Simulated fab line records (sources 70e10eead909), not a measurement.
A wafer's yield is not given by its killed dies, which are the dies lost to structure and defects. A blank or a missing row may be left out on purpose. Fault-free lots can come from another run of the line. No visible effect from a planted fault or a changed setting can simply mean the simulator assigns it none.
fab line records	flow nandHarc	part 2 of 2: steps 5 to 6 of 6
record lots=23	wafers=69	lastDay=25
route steps=1159 shown A_STAIRCASE@693 A_SGD_CUT@767 A_SLIT@781
lots that met no fault: from a run of the same line without faults
startH: the number of hours between the record's first day and the start of the first shown wafer of the lot	waitH: hours elapsed since this lot's preceding step	" same as the row above	L1.1+2: a single row standing in for several wafers	- either no value or no given start	* or withheld: withheld	< > ~ a bound
route shown NAME@n: NAME is a module with steps in the file, n the number in the route of the first one	usual: mean/standard deviation taken from wafers without a fault	same: alike in all rows	chamber/n: place in a boat	sites: readings site by site	_std_site: how widely they spread, as a standard deviation	_edge_site: mean of outer sites minus mean of inner sites	radiusMm: for every site, how far away it sits from the centre of the wafer	mask NAME#n: copy n	behind: the last tool/chamber to shape the wafer	hold: cause of the lot's hold/its duration in hours/its outcome	device: which transistor (n, p or np) failed to switch	end of line: the tests these same wafers got at the end of their route	where a step has no rows: the recipe by itself	killed: the dies lost at the first sort to structure and to defects; this is not the yield of the wafer	map: shows each die of a wafer: x if killed, . if not, _ if none is there
set.NAME: the setting the step ran with; set.NAME@STEP: the setting that earlier step ran with	model.NAME: the simulator's own value behind a step, which no gauge read
the route's steps for a sample of lots (tables are steps, rows are wafers)
services: when a tool's chamber went out of use (startH, in hours from the record's first day, below 0 if earlier), for how many hours, and the reason
## steps
# step NHARC_A_SGD_CUT_STRIP_17
# recipe o2FlowSccm=500	arFlowSccm=0	biasW=0	chemistry=O2
# usual drypumpMotorCurrentA=5.5/0.57	oesProductAu=0.996/0.0094	rfVppV=57.8/0.85	showerheadPlenumPTorr=3.56/0.12	throttleValvePct=17.036/0.0095
lot.wafer	tool	chamber	startH	waitH	drypumpMotorCurrentA	oesProductAu	rfHoursCounterH	rfVppV	showerheadPlenumPTorr	throttleValvePct
L074.2	rieDiel-04	2	-	-	4.9	0.996	2	57.2	3.38	17.031
L074.3	"	3	"	"	5.6	0.986	2	58.2	3.48	17.033
L074.5	"	3	"	"	5.6	0.992	-	57.5	3.48	17.037
L075.4	rieDiel-04	2	-	-	4.8	0.996	3	57.6	3.38	17.044
L075.3	"	3	"	"	5.6	0.977	3	57.5	3.48	17.030
L075.2	"	1	"	"	6.1	0.990	3	57.2	3.61	17.034
L077.2	rieDiel-06	2	-	-	5.7	0.999	4	58.1	3.49	17.033
L077.3	"	3	"	"	6.4	0.999	4	56.7	3.52	17.040
L077.6	"	1	"	"	4.8	1.011	-	58.6	3.71	17.057
L078.3	rieDiel-04	1	-	-	6.1	0.992	3	57.2	3.61	17.040
L078.1	"	2	"	"	4.8	0.990	3	56.2	3.38	17.023
L078.5	"	0	"	"	5.5	0.988	-	57.6	3.64	17.041
L076.3	rieDiel-10	2	-	-	6.3	1.002	15	56.4	3.42	17.033
L076.1	"	0	"	"	5.5	0.991	14	58.5	3.52	17.048
L076.6	"	1	"	"	4.7	0.990	-	58.7	3.72	17.063
L079.1	rieDiel-06	2	-	-	5.7	0.995	5	58.4	3.49	17.039
L079.6	"	2	"	"	5.7	1.006	-	57.6	3.49	17.035
L079.5	"	3	"	"	6.5	0.987	-	57.9	3.52	17.032
L080.4	rieDiel-06	2	-	-	5.7	1.000	6	57.5	3.49	17.044
L080.6	"	0	"	"	5.1	0.994	-	59.8	3.75	17.043
L080.5	"	1	"	"	4.8	1.001	-	59.9	3.71	17.038
L082.4	rieDiel-04	2	-	-	4.8	0.985	7	58.7	3.38	17.051
L082.1	"	3	"	"	5.6	0.992	8	57.4	3.47	17.040
L082.5	"	3	"	"	5.6	0.990	-	56.9	3.47	17.024
L084.4	rieDiel-06	1	-	-	4.8	1.002	8	58.1	3.71	17.041
L084.3	"	0	"	"	5.1	0.992	8	57.9	3.75	17.030
L084.6	"	1	"	"	4.8	1.004	-	59.9	3.71	17.034
L083.2	rieDiel-06	2	-	-	5.7	1.010	7	56.9	3.49	17.029
L083.1	"	3	"	"	6.4	1.007	7	57.6	3.52	17.036
L083.6	"	1	"	"	4.8	1.001	-	59.2	3.71	17.055
L081.4	rieDiel-04	1	-	-	6.1	0.999	7	59.4	3.60	17.041
L081.3	"	3	"	"	5.6	0.993	8	56.5	3.47	17.023
L081.6	"	2	"	"	4.8	1.001	-	56.7	3.38	17.050
L087.4	rieDiel-06	3	-	-	6.4	0.994	9	57.6	3.52	17.041
L087.6	"	1	"	"	4.8	0.994	-	58.1	3.71	17.034
L087.5	"	2	"	"	5.7	0.990	-	58.3	3.49	17.037
L085.2	rieDiel-04	1	-	-	6.1	0.988	10	57.2	3.60	17.044
L085.3	"	0	"	"	5.4	0.993	11	56.8	3.64	17.036
L085.6	"	1	"	"	6.1	0.993	-	58.1	3.60	17.052
L086.2	rieDiel-10	1	-	-	4.7	1.014	3	58.2	3.72	17.031
L086.3	"	2	"	"	6.3	0.992	3	58.0	3.41	17.027
L086.5	"	1	"	"	4.7	1.014	-	58.3	3.72	17.038
L088.2	rieDiel-10	2	-	-	6.3	0.984	4	58.0	3.41	17.031
L088.4	"	3	"	"	5.4	0.995	4	56.5	3.46	17.034
L088.5	"	3	"	"	5.4	0.994	-	57.0	3.46	17.024
L091.4	rieDiel-06	1	-	-	4.8	1.001	10	57.2	3.71	17.018
L091.6	"	2	"	"	5.7	1.002	-	58.9	3.49	17.037
L091.5	"	3	"	"	6.4	1.003	-	58.5	3.52	17.052
L092.4	rieDiel-06	2	-	-	5.7	1.005	10	58.4	3.49	17.025
L092.3	"	3	"	"	6.4	0.999	10	56.0	3.52	17.038
L092.6	"	2	"	"	5.8	1.011	-	57.8	3.49	17.031
L090.3	rieDiel-10	0	-	-	5.6	0.981	6	57.3	3.51	17.057
L090.6	"	2	"	"	6.3	0.997	-	57.8	3.41	17.035
L090.5	"	3	"	"	5.4	1.006	-	58.8	3.46	17.044
L093.3	rieDiel-04	2	-	-	4.8	0.983	13	56.6	3.38	17.040
L093.4	"	3	"	"	5.6	0.989	14	56.8	3.47	17.026
L093.1	"	0	"	"	5.5	0.991	14	57.9	3.64	17.047
L094.4	rieDiel-10	3	-	-	5.4	0.989	8	58.0	3.46	17.023
L094.5	"	0	"	"	5.5	0.988	-	57.5	3.51	17.028
L094.6	"	1	"	"	4.7	1.011	-	59.1	3.72	17.026
L095.1	rieDiel-10	2	-	-	6.3	0.989	9	58.2	3.41	17.029
L095.5	"	1	"	"	4.7	1.013	-	58.2	3.72	17.032
L095.6	"	2	"	"	6.3	0.982	-	56.2	3.41	17.033
L097.3	rieDiel-06	2	-	-	5.7	1.011	1	58.6	3.49	17.042
L097.1	"	3	"	"	6.5	0.999	2	56.1	3.51	17.052
L097.6	"	2	"	"	5.7	1.010	-	56.8	3.48	17.040
L096.1	rieDiel-10	2	-	-	6.3	0.978	11	56.6	3.41	17.033
L096.2	"	3	"	"	5.4	1.003	11	56.6	3.45	17.038
L096.4	"	0	"	"	5.6	0.979	10	56.8	3.51	17.031
# step NHARC_A_SLIT_DEP_23
# recipe targetThkA=1000	targetThkNm=100	tempC=400	pressureTorr=3.5	flowSccm=200	rfW=350	material=SiON
# usual heaterPowerW=767/89	susceptorTempC=400.00/0.22
lot.wafer	tool	chamber	startH	waitH	heaterPowerW	susceptorTempC
L074.2	pecvd-03	0	323.61	1.3	773	399.95
L074.3	"	2	"	"	849	399.33
L074.5	"	1	"	"	904	400.33
L075.3	pecvd-03	0	329.54	1.0	830	399.84
L075.2	"	1	"	"	909	399.73
L075.4	"	1	"	"	926	400.07
L077.2	pecvd-03	1	329.96	1.3	748	399.93
L077.3	"	2	"	"	846	399.79
L077.6	"	0	"	"	696	400.13
L078.1	pecvd-03	1	336.58	1.8	897	400.31
L078.3	"	0	"	"	809	399.71
L078.5	"	0	"	"	826	400.21
L076.3	pecvd-03	2	336.75	1.3	772	399.98
L076.1	"	0	"	"	740	399.99
L076.6	"	1	"	"	817	400.29
L079.1	pecvd-02	0	357.62	1.7	678	399.80
L079.6	"	1	"	"	748	399.85
L079.5	"	0	"	"	676	399.84
L080.5	pecvd-04	2	369.15	0.4	634	399.91
L080.4	"	0	"	"	729	399.87
L080.6	"	1	"	"	714	400.01
L082.1	pecvd-03	2	369.29	1.7	837	399.94
L082.4	"	1	"	"	914	399.79
L082.5	"	2	"	"	811	400.07
L084.3	pecvd-02	0	370.60	1.0	752	400.07
L084.4	"	0	"	"	614	400.30
L084.6	"	1	"	"	664	400.06
L083.2	pecvd-03	1	371.00	1.3	829	400.09
L083.1	"	2	"	"	773	400.33
L083.6	"	0	"	"	775	399.70
L081.3	pecvd-02	0	374.67	1.0	720	399.71
L081.4	"	2	"	"	771	400.34
L081.6	"	1	"	"	621	399.90
L085.3	pecvd-02	0	392.77	1.0	743	400.08
L085.2	"	1	"	"	773	400.07
L085.6	"	1	"	"	767	399.93
L086.3	pecvd-03	2	393.06	1.0	816	400.14
L086.2	"	0	"	"	783	399.76
L086.5	"	1	"	"	796	400.03
L087.4	pecvd-04	1	394.71	0.8	682	400.06
L087.6	"	2	"	"	660	400.49
L087.5	"	0	"	"	715	400.10
L088.2	pecvd-04	1	406.01	1.4	803	399.75
L088.4	"	0	"	"	712	399.66
L088.5	"	1	"	"	814	400.01
L091.4	pecvd-04	2	418.29	0.8	642	399.84
L091.5	"	2	"	"	644	400.00
L091.6	"	1	"	"	751	399.61
L090.3	pecvd-02	2	424.96	1.1	913	399.84
L090.6	"	2	"	"	936	400.05
L090.5	"	0	"	"	749	400.17
L092.4	pecvd-04	2	425.75	0.8	618	400.46
L092.3	"	1	"	"	644	399.84
L092.6	"	2	"	"	619	400.08
L093.1	pecvd-04	1	430.90	1.7	740	400.23
L093.3	"	1	"	"	753	400.09
L093.4	"	2	"	"	606	400.09
L094.6	pecvd-04	1	432.59	0.1	791	400.22
L094.5	"	2	"	"	697	399.83
L094.4	"	0	"	"	690	400.39
L095.1	pecvd-02	0	447.47	1.7	673	399.76
L095.6	"	0	"	"	672	400.02
L095.5	"	1	"	"	652	400.03
L097.1	pecvd-03	0	458.80	1.7	804	400.07
L097.3	"	1	"	"	737	400.16
L097.6	"	0	"	"	844	400.04
L096.1	pecvd-03	1	466.34	1.7	895	399.90
L096.2	"	2	"	"	722	399.59
L096.4	"	1	"	"	912	400.06
## services
tool	chamber	startH	hours	kind
rieDiel-06	-	241.20	9.0	pm
rieDiel-13	-	276.00	9.0	pm
cmp-01	-	277.50	4.0	pm
cmp-02	-	280.24	3.0	repair
rieDiel-06	-	280.99	0.3	repair
rieDiel-06	2	282.69	6.6	repair
pecvd-03	-	292.23	13.0	pm
cmp-02	-	312.26	4.7	repair
rieDiel-01	-	316.00	9.0	pm
cmp-01	-	316.73	0.6	repair
cmp-01	-	317.53	0.3	repair
cmp-02	-	324.50	4.0	pm
rieDiel-01	1	369.10	7.0	repair
cmp-01	-	375.60	4.0	pm
pecvd-03	2	376.65	4.3	repair
rieDiel-06	-	379.04	0.3	repair
rieDiel-12	-	379.58	9.0	pm
cmp-01	-	380.03	0.7	repair
cmp-02	-	390.57	0.7	repair
cmp-02	-	404.12	11.9	repair
rieDiel-01	1	414.49	3.9	repair
rieDiel-12	0	424.00	7.0	repair
rieDiel-12	1	447.06	3.3	repair
rieDiel-13	-	453.00	9.0	pm
